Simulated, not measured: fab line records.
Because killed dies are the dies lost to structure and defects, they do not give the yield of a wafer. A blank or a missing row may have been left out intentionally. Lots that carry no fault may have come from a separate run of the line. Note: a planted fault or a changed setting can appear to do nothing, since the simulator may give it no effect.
fab line records + flow nandHarc + part 2 of 2: steps 15 to 23 of 23
record:
- lots: 5
- wafers: 15
- lastDay: 31
route steps=1302 shown A_CHANNEL_HOLE_D2@587
lots untouched by any fault: they come from a run of this same line in which no faults occurred
startH: start of the lot's first displayed wafer, in hours after the record's first day + waitH: how many hours have passed since the lot's step before this one + " identical to the entry in the row above + L1.1+2: several wafers, shown together as one row + - either no value or no given start + * or withheld: withheld + < > ~ a bound
route shown NAME@n: names a module that has steps shown in the file, with the first one's number in the route + usual: mean/standard deviation of fault-free wafers + same: alike in all rows + chamber/n: place in a boat + sites: the reading at each site + _std_site: the standard deviation of these + _edge_site: the outer-site mean with the inner-site mean subtracted + radiusMm: how far each site lies from the wafer's centre + mask NAME#n: copy n + behind: tool/chamber where the wafer was last shaped + hold: reason for holding the lot/hours on hold/outcome of the hold + device: whichever transistor did not switch (one of n, p or np) + end of line: tests of these same wafers at the route's end + a step with no rows: only its recipe + killed: dies that structure and defects cost at the first sort, which is not the same as the wafer's yield + map: a wafer's dies, x killed, . not, _ none there
set.NAME: the run value of the setting; set.NAME@STEP: its run value at that earlier step + model.NAME: the simulator's own value behind a step, which no gauge read
certain route steps with their lots: each step a table, each wafer a row
services: from which hour (startH, from the record's first day; less than 0 if before it) a tool's chamber was out of use, for how many hours, and why
== steps ==
step: NHARC_A_CHANNEL_HOLE_D2_STRIP_42
recipe:
- cf4FlowSccm: 100
- chf3FlowSccm: 30
- arFlowSccm: 0
- biasW: 0
- chemistry: CF4/CHF3
| lot.wafer  | tool       | chamber | startH | waitH |
|------------|------------|---------|--------|-------|
| L076.1+2+3 | rieDiel-10 | 3,1,2   | 310.04 | 0.1   |
| L077.2+4+3 | rieDiel-12 | 1,2,0   | 337.32 | 0.1   |
| L082.2+3+6 | rieDiel-09 | 3,0,2   | 377.58 | 0.1   |
| L090.4+1+5 | rieDiel-09 | 0,1,0   | 464.69 | 0.1   |
| L091.2+3+6 | rieDiel-12 | 1,3,2   | 466.30 | 0.1   |
step: NHARC_A_CHANNEL_HOLE_D2_STRIP_43
recipe:
- o2FlowSccm: 400
- cosFlowSccm: 20
- arFlowSccm: 0
- biasW: 0
- chemistry: O2/COS
| lot.wafer  | tool       | chamber | startH | waitH |
|------------|------------|---------|--------|-------|
| L076.1+2+3 | rieDiel-10 | 1,2,3   | 310.10 | 0.1   |
| L077.4+2+3 | rieDiel-12 | 2,3,0   | 337.39 | 0.1   |
| L082.3+2+6 | rieDiel-09 | 2,3,3   | 377.65 | 0.1   |
| L090.4+1+5 | rieDiel-09 | 1,3,0   | 464.75 | 0.1   |
| L091.2+3+6 | rieDiel-12 | 1,3,2   | 466.37 | 0.1   |
step: NHARC_A_CHANNEL_HOLE_D2_ETCH_44
recipe:
- targetDepthA: 1400
- overetchA: 140
- timeS: 77
- ionEnergyEv: 100
- cf4FlowSccm: 80
- o2FlowSccm: 20
- arFlowSccm: 0
- rfW: 300
- biasW: 100
- chemistry: CF4/O2
usual:
- cf4FlowSccm: 79.99/0.22
- drypumpMotorCurrentA: 5.7/0.53
- oes_ar_750_au: 1.000/0.0049
- oesProductAu: 1.003/0.015
- rfVppV: 197.8/1.2
- showerheadPlenumPTorr: 1.33/0.047
- throttleValvePct: 13.397/0.011
| lot.wafer | tool       | chamber | startH | waitH | cf4FlowSccm | drypumpMotorCurrentA | oes_ar_750_au | oesProductAu | rfHoursCounterH | rfVppV | showerheadPlenumPTorr | throttleValvePct |
|-----------|------------|---------|--------|-------|-------------|----------------------|---------------|--------------|-----------------|--------|-----------------------|------------------|
| L076.3    | rieDiel-10 | 1       | 310.17 | 0.1   | 80.01       | 5.9                  | 1.003         | 0.992        | 5.2             | 196.9  | 1.31                  | 13.379           |
| L076.2    | "          | 2       | "      | "     | 79.90       | 6.7                  | 0.997         | 1.003        | 5.9             | 197.4  | 1.31                  | 13.393           |
| L076.1    | "          | 3       | "      | "     | 80.11       | 6.1                  | 0.996         | 0.977        | 4.8             | 198.3  | 1.34                  | 13.393           |
| L077.3    | rieDiel-12 | 1       | 337.45 | 0.0   | 79.62       | 5.0                  | 1.000         | 0.992        | 2.8             | 197.2  | 1.27                  | 13.393           |
| L077.4    | "          | 2       | "      | "     | 80.11       | 5.8                  | 1.001         | 1.001        | 1.3             | 199.3  | 1.37                  | 13.389           |
| L077.2    | "          | 3       | "      | "     | 79.97       | 5.2                  | 0.998         | 1.010        | 1.5             | 199.4  | 1.40                  | 13.394           |
| L082.2    | rieDiel-09 | 0       | 377.71 | 0.1   | 79.83       | 5.5                  | 1.003         | 1.004        | 3.9             | 199.0  | 1.29                  | 13.412           |
| L082.3    | "          | 3       | "      | "     | 79.52       | 5.4                  | 0.992         | 1.009        | 4.0             | 199.8  | 1.38                  | 13.385           |
| L082.6    | "          | 2       | "      | "     | 80.16       | 5.8                  | 0.995         | 1.029        | -               | 199.1  | 1.32                  | 13.402           |
| L090.1    | rieDiel-09 | 0       | 464.81 | 0.0   | 79.93       | 5.5                  | 1.001         | 1.010        | 9.9             | 196.8  | 1.29                  | 13.402           |
| L090.4    | "          | 1       | "      | "     | 79.80       | 5.4                  | 0.993         | 1.030        | 4.5             | 199.8  | 1.35                  | 13.403           |
| L090.5    | "          | 0       | "      | "     | 80.03       | 5.5                  | 1.000         | 0.999        | -               | 196.4  | 1.29                  | 13.398           |
| L091.2    | rieDiel-12 | 0       | 466.43 | 0.1   | 79.93       | 6.7                  | 0.992         | 0.996        | 1.0             | 196.1  | 1.29                  | 13.412           |
| L091.3    | "          | 2       | "      | "     | 80.15       | 5.8                  | 0.998         | 0.980        | 0.9             | 198.1  | 1.37                  | 13.405           |
| L091.6    | "          | 3       | "      | "     | 79.87       | 5.2                  | 1.001         | 0.991        | -               | 197.7  | 1.40                  | 13.393           |
step: NHARC_A_CHANNEL_HOLE_D2_STRIP_28
recipe:
- o2FlowSccm: 500
- arFlowSccm: 0
- biasW: 0
- chemistry: O2
usual:
- drypumpMotorCurrentA: 5.7/0.55
- oesProductAu: 1.002/0.013
- rfVppV: 57.8/0.86
- showerheadPlenumPTorr: 3.52/0.12
- throttleValvePct: 17.037/0.0098
| lot.wafer | tool       | chamber | startH | waitH | drypumpMotorCurrentA | oesProductAu | rfHoursCounterH | rfVppV | showerheadPlenumPTorr | throttleValvePct |
|-----------|------------|---------|--------|-------|----------------------|--------------|-----------------|--------|-----------------------|------------------|
| L076.2    | rieDiel-10 | 1       | -      | -     | 5.9                  | 0.988        | 5.3             | 58.3   | 3.46                  | 17.029           |
| L076.3    | "          | 2       | "      | "     | 6.7                  | 1.005        | 5.9             | 55.4   | 3.46                  | 17.026           |
| L076.1    | "          | 3       | "      | "     | 6.1                  | 0.979        | 4.8             | 57.4   | 3.54                  | 17.050           |
| L077.4    | rieDiel-12 | 0       | -      | -     | 6.7                  | 0.992        | 2.9             | 58.3   | 3.41                  | 17.036           |
| L077.3    | "          | 1       | "      | "     | 5.1                  | 0.987        | 2.9             | 56.4   | 3.36                  | 17.021           |
| L077.2    | "          | 2       | "      | "     | 5.8                  | 0.990        | 1.4             | 57.8   | 3.62                  | 17.033           |
| L082.2    | rieDiel-09 | 0       | -      | -     | 5.5                  | 1.010        | 4.0             | 56.9   | 3.41                  | 17.024           |
| L082.3    | "          | 2       | "      | "     | 5.8                  | 1.019        | 4.1             | 57.9   | 3.50                  | 17.036           |
| L082.6    | "          | 0       | "      | "     | 5.5                  | 0.996        | -               | 58.5   | 3.41                  | 17.048           |
| L090.4    | rieDiel-09 | 2       | -      | -     | 5.7                  | 1.021        | 10.2            | 57.2   | 3.50                  | 17.022           |
| L090.1    | "          | 3       | "      | "     | 5.5                  | 0.995        | 10.1            | 58.5   | 3.64                  | 17.040           |
| L090.5    | "          | 1       | "      | "     | 5.4                  | 1.020        | -               | 56.4   | 3.58                  | 17.027           |
| L091.2    | rieDiel-12 | 3       | -      | -     | 5.3                  | 0.994        | 1.0             | 57.2   | 3.70                  | 17.049           |
| L091.3    | "          | 2       | "      | "     | 5.8                  | 0.988        | 1.0             | 59.1   | 3.61                  | 17.054           |
| L091.6    | "          | 3       | "      | "     | 5.3                  | 1.006        | -               | 58.0   | 3.70                  | 17.046           |
step: NHARC_A_CHANNEL_HOLE_D2_PRECLEAN_29
recipe:
- timeS: *
- tempC: 50
- bathAgeMin: 0
- chemistry: SC1
usual:
- bathHeatDutyPct: 7.1/0.81
- sc1H2o2EndMolL: 0.3699/0.00067
| lot.wafer | tool        | chamber | startH | waitH | bathHeatDutyPct | sc1H2o2EndMolL |
|-----------|-------------|---------|--------|-------|-----------------|----------------|
| L076.2    | wetBench-05 | 6       | 310.94 | -     | 7.1             | 0.3680         |
| L076.3    | "           | 7       | "      | "     | 8.7             | 0.3700         |
| L076.1    | "           | 1       | "      | "     | 7.1             | 0.3703         |
| L077.3    | wetBench-03 | 2       | 338.09 | -     | 7.9             | 0.3703         |
| L077.2    | "           | 5       | "      | "     | 6.4             | 0.3700         |
| L077.4    | "           | 7       | "      | "     | 5.9             | 0.3704         |
| L082.2    | wetBench-06 | 6       | 378.50 | -     | 7.9             | 0.3704         |
| L082.3    | "           | 0       | "      | "     | 7.6             | 0.3709         |
| L082.6    | "           | 2       | "      | "     | 5.2             | 0.3706         |
| L090.4    | wetBench-05 | 6       | 465.47 | -     | 8.1             | 0.3699         |
| L090.1    | "           | 0       | "      | "     | 6.4             | 0.3700         |
| L090.5    | "           | 1       | "      | "     | 6.3             | 0.3693         |
| L091.3    | wetBench-05 | 5       | 467.09 | -     | 6.5             | 0.3693         |
| L091.2    | "           | 6       | "      | "     | 6.4             | 0.3706         |
| L091.6    | "           | 0       | "      | "     | 6.3             | 0.3701         |
step: NHARC_A_CHANNEL_HOLE_D2_SRD_30
| lot.wafer  | tool        | chamber | startH | waitH |
|------------|-------------|---------|--------|-------|
| L076.2+3+1 | wetBench-05 | 6,7,1   | -      | -     |
| L077.3+2+4 | wetBench-03 | 2,5,7   | -      | -     |
| L082.2+3+6 | wetBench-06 | 6,0,2   | -      | -     |
| L090.4+1+5 | wetBench-05 | 6,0,1   | -      | -     |
| L091.3+2+6 | wetBench-05 | 5,6,0   | -      | -     |
step: NHARC_A_CHANNEL_HOLE_D2_CD_MEAS_31
usual:
- cdNm: 90.1/1.6
| lot.wafer | tool     | chamber | startH | waitH | cdNm |
|-----------|----------|---------|--------|-------|------|
| L076.1    | cdSem-01 | -       | 311.08 | -     | 91.5 |
| L076.2    | "        | -       | "      | "     | 91.1 |
| L076.3    | "        | -       | "      | "     | 89.2 |
| L077.2    | cdSem-03 | -       | 338.24 | -     | 89.4 |
| L077.3    | "        | -       | "      | "     | 90.5 |
| L077.4    | "        | -       | "      | "     | 89.9 |
| L082.2    | cdSem-02 | -       | 378.64 | -     | 89.8 |
| L082.3    | "        | -       | "      | "     | 91.1 |
| L082.6    | "        | -       | "      | "     | 90.4 |
| L090.1    | cdSem-03 | -       | 465.62 | -     | 89.8 |
| L090.4    | "        | -       | "      | "     | 86.4 |
| L090.5    | "        | -       | "      | "     | 88.1 |
| L091.2    | cdSem-02 | -       | 467.22 | -     | 90.2 |
| L091.3    | "        | -       | "      | "     | 90.1 |
| L091.6    | "        | -       | "      | "     | 90.2 |
step: NHARC_A_CHANNEL_HOLE_D2_XSEM_32
recipe:
- landingEnergyEv: 35000
usual:
- botCdNm: 74.8/1.7
- bowNm: 8.7/0.36
- tiltDeg: 0.08/0.039
| lot.wafer | tool    | chamber | startH | waitH | botCdNm | bowNm | tiltDeg |
|-----------|---------|---------|--------|-------|---------|-------|---------|
| L076.1    | xsem-02 | 0       | 311.17 | 0.1   | 74.6    | 8.7   | 0.09    |
| L076.2    | "       | 0       | "      | "     | 75.6    | 8.8   | 0.09    |
| L076.3    | "       | 0       | "      | "     | 73.3    | 8.7   | 0.09    |
| L077.2    | xsem-01 | 0       | 338.32 | 0.1   | 73.8    | 8.9   | 0.03    |
| L077.3    | "       | 0       | "      | "     | 74.6    | 8.8   | 0.03    |
| L077.4    | "       | 0       | "      | "     | 73.7    | 8.8   | 0.03    |
| L082.2    | xsem-02 | 0       | 378.73 | 0.1   | 74.6    | 8.4   | 0.12    |
| L082.3    | "       | 0       | "      | "     | 76.0    | 8.4   | 0.12    |
| L082.6    | "       | 0       | "      | "     | 75.4    | 8.3   | 0.12    |
| L090.1    | xsem-01 | 0       | 465.70 | 0.1   | 73.6    | 8.6   | 0.06    |
| L090.4    | "       | 0       | "      | "     | 70.2    | 8.7   | 0.06    |
| L090.5    | "       | 0       | "      | "     | 72.1    | 8.6   | 0.06    |
| L091.2    | xsem-02 | 0       | 467.32 | 0.1   | 74.7    | 8.9   | 0.07    |
| L091.3    | "       | 0       | "      | "     | 75.1    | 8.9   | 0.07    |
| L091.6    | "       | 0       | "      | "     | 75.4    | 8.8   | 0.07    |
step: NHARC_A_CHANNEL_HOLE_D2_INSPECT_40
usual:
- rawDefectCount: 285/93
| lot.wafer | tool             | chamber | startH | waitH | rawDefectCount |
|-----------|------------------|---------|--------|-------|----------------|
| L076.1    | defectInspect-02 | -       | 311.27 | -     | 436            |
| L076.2    | "                | -       | "      | "     | 256            |
| L076.3    | "                | -       | "      | "     | 298            |
| L077.2    | defectInspect-02 | -       | 338.42 | -     | 184            |
| L077.3    | "                | -       | "      | "     | 240            |
| L077.4    | "                | -       | "      | "     | 277            |
| L082.2    | defectInspect-02 | -       | 378.83 | -     | 310            |
| L082.3    | "                | -       | "      | "     | 241            |
| L082.6    | "                | -       | "      | "     | 284            |
| L090.1    | defectInspect-01 | -       | 465.80 | -     | 185            |
| L090.4    | "                | -       | "      | "     | 417            |
| L090.5    | "                | -       | "      | "     | 290            |
| L091.2    | defectInspect-01 | -       | 467.41 | -     | 309            |
| L091.3    | "                | -       | "      | "     | 290            |
| L091.6    | "                | -       | "      | "     | 229            |
== services ==
| tool        | chamber | startH | hours | kind   |
|-------------|---------|--------|-------|--------|
| rieDiel-09  | 1       | 284.03 | 110.2 | repair |
| rieDiel-10  | 3       | 298.93 | 6.9   | repair |
| rieDiel-09  | 2       | 305.36 | 10.9  | repair |
| rieDiel-10  | 0       | 305.69 | 9.4   | repair |
| rieDiel-12  | -       | 315.92 | 1.6   | repair |
| rieDiel-09  | -       | 320.36 | 9.0   | pm     |
| rieDiel-12  | 2       | 321.12 | 15.3  | repair |
| rieDiel-12  | 3       | 324.38 | 10.3  | repair |
| rieDiel-09  | 2       | 334.73 | 1.9   | repair |
| rieDiel-10  | 3       | 347.19 | 7.3   | repair |
| rieDiel-09  | 0       | 363.43 | 3.4   | repair |
| rieDiel-12  | -       | 366.98 | 0.2   | repair |
| wetBench-06 | -       | 369.60 | 8.0   | pm     |
| xsem-01     | -       | 374.00 | 14.0  | pm     |
| rieDiel-10  | 1       | 378.51 | 8.1   | repair |
| rieDiel-09  | 0       | 385.19 | 4.8   | repair |
| rieDiel-10  | 0       | 385.97 | 4.7   | repair |
| harEtch-02  | -       | 390.19 | 17.0  | pm     |
| rieDiel-10  | -       | 419.50 | 9.0   | pm     |
| rieDiel-09  | 3       | 428.32 | 1.3   | repair |
| rieDiel-12  | 0       | 429.01 | 3.2   | repair |
| wetBench-05 | -       | 436.86 | 8.0   | pm     |
| rieDiel-12  | -       | 445.40 | 9.0   | pm     |
| rieDiel-10  | 2       | 447.48 | 16.9  | repair |
